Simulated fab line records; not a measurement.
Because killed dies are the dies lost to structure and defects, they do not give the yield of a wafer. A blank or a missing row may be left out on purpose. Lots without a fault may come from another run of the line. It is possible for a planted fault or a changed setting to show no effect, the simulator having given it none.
What tool caused it?	flow n5Finfet	24 lots with 72 wafers sampled at 6 steps, on a route of 1938 steps

== WHAT EACH GAUGE READ, for each wafer ==
N5_BEOL_M7_OVL_MEAS_12. Usual: for M7_OVL the level is 0.0 nm and the standard deviation is 0.8.
lot	measured	on	M7_OVL (nm)	flag
L074	day 9 13:17	overlay-02	0.9 0.4 -0.4	
L075	day 9 14:36	overlay-02	-0.2 -0.4 -0.3	
L077	day 9 21:44	overlay-02	-1.1 -0.6 -0.5	
L078	day 10 08:43	overlay-02	0.0 0.7 0.6	
L076	day 10 14:05	overlay-01	1.7 0.2 0.2	
L079	day 11 02:49	overlay-01	-0.9 -0.1 -1.4	
L080	day 11 03:02	overlay-02	0.6 0.5 0.4	
L081	day 11 12:13	overlay-02	-0.9 -0.4 -1.0	
L082	day 11 22:42	overlay-02	1.1 0.2 0.3	
L083	day 12 06:32	overlay-01	0.0 2.8 0.9	
L085	day 12 23:10	overlay-02	0.9 0.2 -0.6	
L084	day 13 05:31	overlay-02	-0.8 -0.4 -0.7	
L087	day 13 10:03	overlay-01	0.2 0.0 0.0	
L088	day 13 14:42	overlay-01	0.2 0.1 0.1	
L086	day 13 14:54	overlay-01	0.7 0.7 0.0	
L092	day 13 20:49	overlay-02	0.7 0.3 -0.8	
L089	day 14 05:27	overlay-01	0.2 -1.0 -0.1	
L090	day 14 09:07	overlay-02	0.7 0.9 1.2	
L091	day 14 12:41	overlay-02	-2.3 -0.5 -1.7	
L094	day 14 19:07	overlay-01	-0.1 -0.4 -0.6	
L093	day 14 20:59	overlay-02	-0.4 -1.4 0.1	
L096	day 14 21:10	overlay-01	0.3 -0.6 0.2	
L097	day 15 15:14	overlay-02	-0.3 -0.6 -2.0	
L095	day 16 15:31	overlay-01	0.4 1.1 -0.2	

N5_BEOL_M7_CD_MEAS_28: the cd target is 40 nm. Usual: cdNm reads 40.03 nm (standard deviation 0.23).
lot	measured	on	cdNm (nm)	flag
L074	day 9 16:25	cdSem-01	40.22 40.08 40.14	
L075	day 9 16:22	cdSem-02	40.09 40.07 39.78	
L077	day 9 23:17	cdSem-03	40.17 39.88 39.72	
L078	day 10 12:43	cdSem-03	40.08 39.99 39.83	
L076	day 10 16:12	cdSem-03	40.31 40.29 40.24	
L079	day 11 04:43	cdSem-01	39.73 39.96 40.03	
L080	day 11 04:52	cdSem-02	39.80 40.08 39.85	
L081	day 11 13:44	cdSem-03	40.14 39.94 39.93	
L082	day 12 01:58	cdSem-01	40.06 39.78 40.20	
L083	day 12 07:27	cdSem-01	40.40 39.68 39.92	
L085	day 13 01:24	cdSem-02	40.21 40.11 40.32	
L084	day 13 06:28	cdSem-02	39.87 40.07 40.28	
L087	day 13 14:01	cdSem-03	40.23 40.15 40.19	
L088	day 13 21:37	cdSem-02	40.42 40.08 39.73	
L086	day 13 21:04	cdSem-03	40.00 39.88 40.14	
L092	day 13 23:05	cdSem-01	40.11 39.60 40.26	
L089	day 14 07:31	cdSem-02	39.78 39.85 39.99	
L090	day 14 11:34	cdSem-02	39.80 40.07 39.59	
L091	day 14 13:46	cdSem-01	39.87 39.72 40.64	
L094	day 14 20:48	cdSem-01	40.11 39.98 39.87	
L093	day 14 22:37	cdSem-02	40.40 40.04 39.74	
L096	day 14 22:46	cdSem-01	40.14 40.12 39.89	
L097	day 15 17:24	cdSem-02	39.69 40.27 40.17	
L095	day 16 19:01	cdSem-03	39.99 40.24 40.18	

== WHAT TOOL EACH LOT RAN ON (gives the tool, then ch and the chambers of the sampled wafers, and finally the start) ==
lot	N5_BEOL_M6_ETCH_72	N5_BEOL_M6_CURE_75	N5_BEOL_M7_DESCUM_16	N5_BEOL_M7_STRIP_19
L074	rieDiel-05 ch 0,2,3, day 9 05:44	uvCure-03 ch 0, day 9 06:20	rieDiel-06 ch 1,2, day 9 13:20	rieDiel-06 ch 1,2, day 9 13:44
L075	rieDiel-01 ch 0,2,3, day 9 05:51	uvCure-01 ch 0, day 9 06:29	rieDiel-02 ch 0,2, day 9 15:05	rieDiel-02 ch 0,1, day 9 15:35
L077	rieDiel-01 ch 0,1,3, day 9 16:37	uvCure-02 ch 0, day 9 17:25	rieDiel-02 ch 1,2,3, day 9 21:47	rieDiel-06 ch 1,2,3, day 9 22:16
L078	rieDiel-05 ch 1,2,3, day 10 03:26	uvCure-02 ch 2, day 10 04:04	rieDiel-06 ch 0,3, day 10 08:46	rieDiel-06 ch 0,1, day 10 09:10
L076	rieDiel-01 ch 1,2, day 10 08:42	uvCure-02 ch 1, day 10 09:17	rieDiel-06 ch 0,3, day 10 14:09	rieDiel-06 ch 1,2,3, day 10 14:32
L079	rieDiel-05 ch 1,2, day 10 20:11	uvCure-01 ch 0, day 10 20:47	rieDiel-02 ch 2,3, day 11 02:53	rieDiel-06 ch 0,2,3, day 11 03:19
L080	rieDiel-04 ch 0,1,3, day 10 20:22	uvCure-02 ch 1, day 10 21:06	rieDiel-06 ch 0,1, day 11 03:21	rieDiel-02 ch 0,2,3, day 11 03:45
L081	rieDiel-05 ch 0,1, day 11 07:27	uvCure-03 ch 0, day 11 08:06	rieDiel-03 ch 0,1, day 11 12:16	rieDiel-03 ch 0,2, day 11 12:40
L082	rieDiel-01 ch 0,1,3, day 11 17:33	uvCure-01 ch 0, day 11 18:11	rieDiel-03 ch 0,2, day 11 23:56	rieDiel-02 ch 1,2,3, day 12 00:20
L083	rieDiel-04 ch 0,2,3, day 12 00:05	uvCure-01 ch 2, day 12 00:44	rieDiel-06 ch 0,2, day 12 06:36	rieDiel-02 ch 0,2, day 12 06:59
L085	rieDiel-04 ch 0,1,3, day 12 16:08	uvCure-02 ch 2, day 12 16:43	rieDiel-03 ch 0,2, day 12 23:16	rieDiel-06 ch 1,2,3, day 12 23:41
L084	rieDiel-05 ch 1,3, day 12 22:10	uvCure-01 ch 1, day 12 23:33	rieDiel-06 ch 0,1,3, day 13 05:38	rieDiel-02 ch 0,1,2, day 13 06:02
L087	rieDiel-05 ch 1,2, day 13 01:41	uvCure-01 ch 0, day 13 02:16	rieDiel-02 ch 0,2, day 13 10:07	rieDiel-03 ch 0,1, day 13 10:30
L088	rieDiel-01 ch 1,3, day 13 06:25	uvCure-01 ch 0, day 13 07:03	rieDiel-02 ch 0,3, day 13 14:49	rieDiel-06 ch 0,1, day 13 15:19
L086	rieDiel-05 ch 1,2,3, day 13 06:49	uvCure-03 ch 0, day 13 07:24	rieDiel-06 ch 0,2,3, day 13 15:03	rieDiel-02 ch 2,3, day 13 15:36
L092	rieDiel-04 ch 0,1,3, day 13 14:10	uvCure-02 ch 0, day 13 14:46	rieDiel-03 ch 0,1,3, day 13 20:53	rieDiel-02 ch 1,2,3, day 13 21:17
L089	rieDiel-01 ch 0,3, day 13 21:46	uvCure-03 ch 0, day 13 22:24	rieDiel-02 ch 1,2, day 14 05:31	rieDiel-06 ch 0,2,3, day 14 05:54
L090	rieDiel-04 ch 0,1,2, day 13 23:38	uvCure-01 ch 2, day 14 00:24	rieDiel-02 ch 0,1,3, day 14 09:10	rieDiel-03 ch 1,2,3, day 14 09:34
L091	rieDiel-04 ch 0,2,3, day 14 07:46	uvCure-01 ch 1, day 14 08:28	rieDiel-03 ch 1,2, day 14 12:52	rieDiel-03 ch 0,1, day 14 13:16
L094	rieDiel-01 ch 1,2,3, day 14 11:56	uvCure-02 ch 1, day 14 12:38	rieDiel-02 ch 0,1,3, day 14 19:10	rieDiel-03 ch 1,2,3, day 14 19:33
L093	rieDiel-04 ch 0,1,3, day 14 11:59	uvCure-03 ch 1, day 14 12:38	rieDiel-06 ch 1,3, day 14 21:22	rieDiel-02 ch 0,2,3, day 14 21:50
L096	rieDiel-05 ch 0,2, day 14 12:04	uvCure-02 ch 1, day 14 12:53	rieDiel-03 ch 1,3, day 14 21:29	rieDiel-06 ch 1,3, day 14 21:53
L097	rieDiel-01 ch 0,2,3, day 15 10:49	uvCure-03 ch 2, day 15 11:30	rieDiel-02 ch 0,3, day 15 15:17	rieDiel-02 ch 1,2, day 15 15:41
L095	rieDiel-05 ch 1,2, day 16 09:16	uvCure-01 ch 2, day 16 09:54	rieDiel-06 ch 0,3, day 16 15:34	rieDiel-03 ch 1,2, day 16 15:58
- N5_BEOL_M6_ETCH_72: etches underlayer in N2/H2, target depth 6.5 nm, time 5.2 s.
- N5_BEOL_M6_CURE_75: cures SiCOH lowk, time 120 s.
- N5_BEOL_M7_DESCUM_16: chemistry O2, time 7.9 s.
- N5_BEOL_M7_STRIP_19: strips in O2.

== WHAT THE TOOLS THEMSELVES READ (means of the sampled wafers that have a number; where no wafer has one, the mark that the record gives instead) ==
N5_BEOL_M6_ETCH_72. Usual: drypumpMotorCurrentA 5.7 A, standard deviation 0.49; etchRfOnTimeS 5.20 s, standard deviation 0.067; oesProductAu 0.67 a.u., standard deviation 0.07; rfVppV 523 V, standard deviation 3.1; showerheadPlenumPTorr 2.52 Torr, standard deviation 0.087; throttleValvePct 17.92 %, standard deviation 0.25.
lot	tool	drypumpMotorCurrentA (A)	etchRfOnTimeS (s)	oesProductAu (a.u.)	rfVppV (V)	showerheadPlenumPTorr (Torr)	throttleValvePct (%)	flag
L074	rieDiel-05	5.5	5.23	0.60	525	2.55	18.22	
L075	rieDiel-01	5.6	5.23	0.62	523	2.52	18.03	
L077	rieDiel-01	5.5	5.20	0.62	522	2.49	17.93	
L078	rieDiel-05	5.6	5.26	0.64	523	2.54	18.10	
L076	rieDiel-01	6.0	5.14	0.61	521	2.45	17.99	
L079	rieDiel-05	5.4	5.25	0.68	525	2.58	17.98	
L080	rieDiel-04	6.1	5.13	0.67	522	2.52	17.67	
L081	rieDiel-05	5.0	5.19	0.63	527	2.60	18.16	
L082	rieDiel-01	5.5	5.11	0.68	522	2.48	17.82	
L083	rieDiel-04	6.2	5.21	0.71	524	2.57	17.67	
L085	rieDiel-04	6.1	5.20	0.66	523	2.51	17.69	
L084	rieDiel-05	5.2	5.30	0.65	522	2.52	18.07	
L087	rieDiel-05	5.4	5.33	0.65	524	2.58	18.00	
L088	rieDiel-01	5.6	5.26	0.64	520	2.47	17.78	
L086	rieDiel-05	5.6	5.24	0.62	522	2.52	18.15	
L092	rieDiel-04	6.0	5.19	0.66	522	2.51	17.70	
L089	rieDiel-01	5.2	5.18	0.70	524	2.54	17.68	
L090	rieDiel-04	5.8	5.16	0.69	522	2.49	17.71	
L091	rieDiel-04	6.2	5.12	0.69	525	2.56	17.70	
L094	rieDiel-01	5.7	5.15	0.71	522	2.50	17.72	
L093	rieDiel-04	6.1	5.17	0.66	523	2.51	17.74	
L096	rieDiel-05	5.7	5.16	0.68	526	2.60	18.04	
L097	rieDiel-01	5.5	5.19	0.71	523	2.50	17.82	
L095	rieDiel-05	5.4	5.24	0.72	524	2.56	17.91	

N5_BEOL_M6_CURE_75. Usual: lampPowerPct 52.32 %, standard deviation 0.054; wafer_temp_C_max 371.8, standard deviation 0.74.
lot	tool	lampPowerPct (%)	wafer_temp_C_max	flag
L074	uvCure-03	52.35	371.0	
L075	uvCure-01	52.30	372.4	
L077	uvCure-02	52.38	371.3	
L078	uvCure-02	52.30	371.6	
L076	uvCure-02	52.33	372.2	
L079	uvCure-01	52.27	372.9	
L080	uvCure-02	52.34	371.7	
L081	uvCure-03	52.32	370.9	
L082	uvCure-01	52.33	373.1	
L083	uvCure-01	52.36	372.0	
L085	uvCure-02	52.32	371.8	
L084	uvCure-01	52.33	371.4	
L087	uvCure-01	52.27	372.5	
L088	uvCure-01	52.36	372.5	
L086	uvCure-03	52.30	370.7	
L092	uvCure-02	52.29	370.9	
L089	uvCure-03	52.32	371.2	
L090	uvCure-01	52.32	372.0	
L091	uvCure-01	52.29	371.0	
L094	uvCure-02	52.28	372.2	
L093	uvCure-03	52.36	371.7	
L096	uvCure-02	52.33	371.6	
L097	uvCure-03	52.37	371.5	
L095	uvCure-01	52.34	372.2	

N5_BEOL_M7_DESCUM_16. Usual: drypumpMotorCurrentA 5.6 A, standard deviation 0.48; oesProductAu 0.81 a.u., standard deviation 0.096; rfVppV 243.2 V, standard deviation 1.4; showerheadPlenumPTorr 2.11 Torr, standard deviation 0.083; tempC 39.99 C, standard deviation 0.12; throttleValvePct 20.38 %, standard deviation 0.18.
lot	tool	drypumpMotorCurrentA (A)	oesProductAu (a.u.)	rfVppV (V)	showerheadPlenumPTorr (Torr)	tempC (C)	throttleValvePct (%)	flag
L074	rieDiel-06	5.8	0.75	241.1	1.95	39.99	20.50	
L075	rieDiel-02	5.0	0.92	243.4	2.16	39.99	20.35	
L077	rieDiel-02	5.5	0.72	243.2	2.14	40.05	20.35	
L078	rieDiel-06	5.7	0.89	243.3	2.10	40.09	20.30	
L076	rieDiel-06	5.6	0.88	243.4	2.16	40.05	20.18	
L079	rieDiel-02	5.8	0.72	243.3	2.11	39.93	20.24	
L080	rieDiel-06	5.6	0.82	242.4	2.02	39.99	20.54	
L081	rieDiel-03	5.6	0.84	244.0	2.11	40.05	20.38	
L082	rieDiel-03	6.0	0.71	243.3	2.13	39.94	20.69	
L083	rieDiel-06	6.0	0.84	242.1	2.00	40.01	20.43	
L085	rieDiel-03	6.1	0.70	244.2	2.13	40.00	20.71	
L084	rieDiel-06	5.4	0.88	244.2	2.16	39.97	20.32	
L087	rieDiel-02	5.0	0.85	244.2	2.15	40.05	20.40	
L088	rieDiel-02	5.5	0.78	243.2	2.10	39.88	20.27	
L086	rieDiel-06	5.8	0.82	242.7	2.05	39.98	20.32	
L092	rieDiel-03	5.7	0.77	243.0	2.10	40.03	20.49	
L089	rieDiel-02	5.4	0.78	243.4	2.15	40.01	20.31	
L090	rieDiel-02	5.2	0.85	244.2	2.12	39.97	20.27	
L091	rieDiel-03	5.8	0.90	243.6	2.12	40.11	20.35	
L094	rieDiel-02	5.2	0.85	243.5	2.12	39.97	20.27	
L093	rieDiel-06	5.2	0.88	245.3	2.23	39.96	20.33	
L096	rieDiel-03	5.7	0.81	242.9	2.10	40.14	20.41	
L097	rieDiel-02	5.1	0.84	242.8	2.12	40.11	20.35	
L095	rieDiel-06	5.7	0.83	243.6	2.08	39.97	20.34	

N5_BEOL_M7_STRIP_19. Usual: drypumpMotorCurrentA 5.6 A, standard deviation 0.46; oesProductAu 0.80 a.u., standard deviation 0.099; rfVppV 3.7 V, standard deviation 0.59; showerheadPlenumPTorr 2.10 Torr, standard deviation 0.085; tempC 40.00 C, standard deviation 0.12; throttleValvePct 16.63 %, standard deviation 0.18.
lot	tool	drypumpMotorCurrentA (A)	oesProductAu (a.u.)	rfVppV (V)	showerheadPlenumPTorr (Torr)	tempC (C)	throttleValvePct (%)	flag
L074	rieDiel-06	5.5	0.73	3.8	1.97	39.90	16.89	
L075	rieDiel-02	5.0	0.81	3.4	2.16	39.95	16.72	
L077	rieDiel-06	5.6	0.78	3.7	2.05	40.06	16.66	
L078	rieDiel-06	5.4	0.76	3.9	2.01	39.99	16.90	
L076	rieDiel-06	5.6	0.78	3.7	2.05	40.11	16.66	
L079	rieDiel-06	5.8	0.84	3.5	2.06	39.88	16.52	
L080	rieDiel-02	5.4	0.80	3.7	2.14	40.11	16.55	
L081	rieDiel-03	6.0	0.71	3.6	2.14	40.03	16.95	
L082	rieDiel-02	5.5	0.81	4.2	2.14	39.93	16.49	
L083	rieDiel-02	5.0	0.87	3.4	2.16	40.00	16.59	
L085	rieDiel-06	5.6	0.85	3.5	2.13	39.93	16.53	
L084	rieDiel-02	5.2	0.86	3.7	2.16	40.05	16.54	
L087	rieDiel-03	5.6	0.82	3.3	2.11	40.02	16.67	
L088	rieDiel-06	5.3	0.91	3.3	2.18	39.96	16.63	
L086	rieDiel-02	5.8	0.70	4.1	2.14	39.93	16.60	
L092	rieDiel-02	5.5	0.79	4.2	2.13	39.87	16.52	
L089	rieDiel-06	5.8	0.82	3.6	2.06	40.08	16.56	
L090	rieDiel-03	5.9	0.85	4.0	2.11	40.04	16.63	
L091	rieDiel-03	5.5	0.77	3.4	2.10	40.09	16.78	
L094	rieDiel-03	5.9	0.85	3.7	2.11	39.92	16.66	
L093	rieDiel-02	5.4	0.77	4.5	2.13	39.92	16.59	
L096	rieDiel-06	5.2	0.88	2.8	2.23	40.03	16.54	
L097	rieDiel-02	5.4	0.77	3.3	2.16	40.00	16.59	
L095	rieDiel-03	5.9	0.86	3.8	2.11	40.02	16.61	

== THE ANSWER, worked out from the rows above alone ==
Rule: a lot is off if the mean of its wafers that have a number lies more than 3 standard deviations from the usual mean. Also off: a lot with no number at a reading for which 4 or more lots have one. The other lots that the step has rows for count as sound. First the gauges in route order, then the tools' own readings, where a lot's mean is used as printed above. The first step at which some lot is off is used, and at that step the reading that is off furthest; a lot without a number counts as furthest.
Nothing can be told from this: no lot is off at any reading shown.

== WHAT THE SIMULATOR PUT IN ==
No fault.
